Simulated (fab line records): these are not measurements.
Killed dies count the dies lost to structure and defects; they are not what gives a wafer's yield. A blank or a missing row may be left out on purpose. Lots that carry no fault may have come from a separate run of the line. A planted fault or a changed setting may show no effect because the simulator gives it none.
Matching of chambers || flow n5Finfet || N5_BEOL_M4_DEP_57 on pecvd-04 has 3 sister chambers
The step deposits SiCN from 3MS/NH3, target thk 8 nm, time 14 s. 6 wafers are shown with their chamber, then 12 later ones without.

== WAFERS WITH THEIR CHAMBER ==
{"wafer": "L086.1", "chamber": 0, "throttleValvePct (%)": 9.1, "showerheadPlenumPTorr (Torr)": 3.657}
{"wafer": "L086.3", "chamber": 2, "throttleValvePct (%)": 8.8, "showerheadPlenumPTorr (Torr)": 3.655}
{"wafer": "L086.5", "chamber": 1, "throttleValvePct (%)": 8.7, "showerheadPlenumPTorr (Torr)": 3.668}
{"wafer": "L088.1", "chamber": 2, "throttleValvePct (%)": 8.6, "showerheadPlenumPTorr (Torr)": 3.663}
{"wafer": "L088.2", "chamber": 0, "throttleValvePct (%)": 9.6, "showerheadPlenumPTorr (Torr)": 3.658}
{"wafer": "L088.5", "chamber": 1, "throttleValvePct (%)": 8.8, "showerheadPlenumPTorr (Torr)": 3.671}

== WAFERS WHOSE CHAMBER IS MISSING ==
{"wafer": "L089.1", "throttleValvePct (%)": 8.7, "showerheadPlenumPTorr (Torr)": 3.650}
{"wafer": "L089.4", "throttleValvePct (%)": 9.3, "showerheadPlenumPTorr (Torr)": 3.647}
{"wafer": "L089.5", "throttleValvePct (%)": 8.7, "showerheadPlenumPTorr (Torr)": 3.671}
{"wafer": "L095.1", "throttleValvePct (%)": 9.1, "showerheadPlenumPTorr (Torr)": 3.680}
{"wafer": "L095.4", "throttleValvePct (%)": 9.0, "showerheadPlenumPTorr (Torr)": 3.649}
{"wafer": "L095.6", "throttleValvePct (%)": 8.8, "showerheadPlenumPTorr (Torr)": 3.671}
{"wafer": "L097.3", "throttleValvePct (%)": 9.2, "showerheadPlenumPTorr (Torr)": 3.670}
{"wafer": "L097.5", "throttleValvePct (%)": 9.2, "showerheadPlenumPTorr (Torr)": 3.656}
{"wafer": "L097.6", "throttleValvePct (%)": 8.5, "showerheadPlenumPTorr (Torr)": 3.661}
{"wafer": "L091.3", "throttleValvePct (%)": 8.7, "showerheadPlenumPTorr (Torr)": 3.660}
{"wafer": "L091.4", "throttleValvePct (%)": 9.0, "showerheadPlenumPTorr (Torr)": 3.654}
{"wafer": "L091.5", "throttleValvePct (%)": 9.1, "showerheadPlenumPTorr (Torr)": 3.662}

== THE CHAMBER EACH PASSED THROUGH ==
{"wafer": "L089.1", "from the rows above": "can't be placed: 2 or 0", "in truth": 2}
{"wafer": "L089.4", "from the rows above": "can't be placed: 0 or 2", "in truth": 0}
{"wafer": "L089.5", "from the rows above": 1, "in truth": 1}
{"wafer": "L095.1", "from the rows above": 1, "in truth": 1}
{"wafer": "L095.4", "from the rows above": "can't be placed: 0 or 2", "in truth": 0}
{"wafer": "L095.6", "from the rows above": 1, "in truth": 1}
{"wafer": "L097.3", "from the rows above": "can't be placed: 1 or 0 or 2", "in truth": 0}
{"wafer": "L097.5", "from the rows above": "can't be placed: 0 or 2", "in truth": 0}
{"wafer": "L097.6", "from the rows above": "can't be placed: 2 or 1", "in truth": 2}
{"wafer": "L091.3", "from the rows above": 2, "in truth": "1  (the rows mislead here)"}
{"wafer": "L091.4", "from the rows above": "can't be placed: 0 or 2", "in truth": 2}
{"wafer": "L091.5", "from the rows above": "can't be placed: 0 or 2 or 1", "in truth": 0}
Correctly placed: 3 of 12. Can't be placed from these rows: 8 (the true chamber is among the candidates in 8). 1 placed wrongly.
How it was worked out, from the rows above alone: a wafer's distance from a chamber is the root of the sum, over the readings, of the square of ((its reading less the chamber's mean) divided by the reading's scatter). If the next closest chamber is less than 2 further off than the closest, the wafer can't be placed; otherwise it belongs to the closest. Each chamber's mean is taken over the wafers shown for it. The scatter: the root of (the sum of the squares of (reading less its chamber's mean) over the shown wafers, divided by (wafers less chambers)).
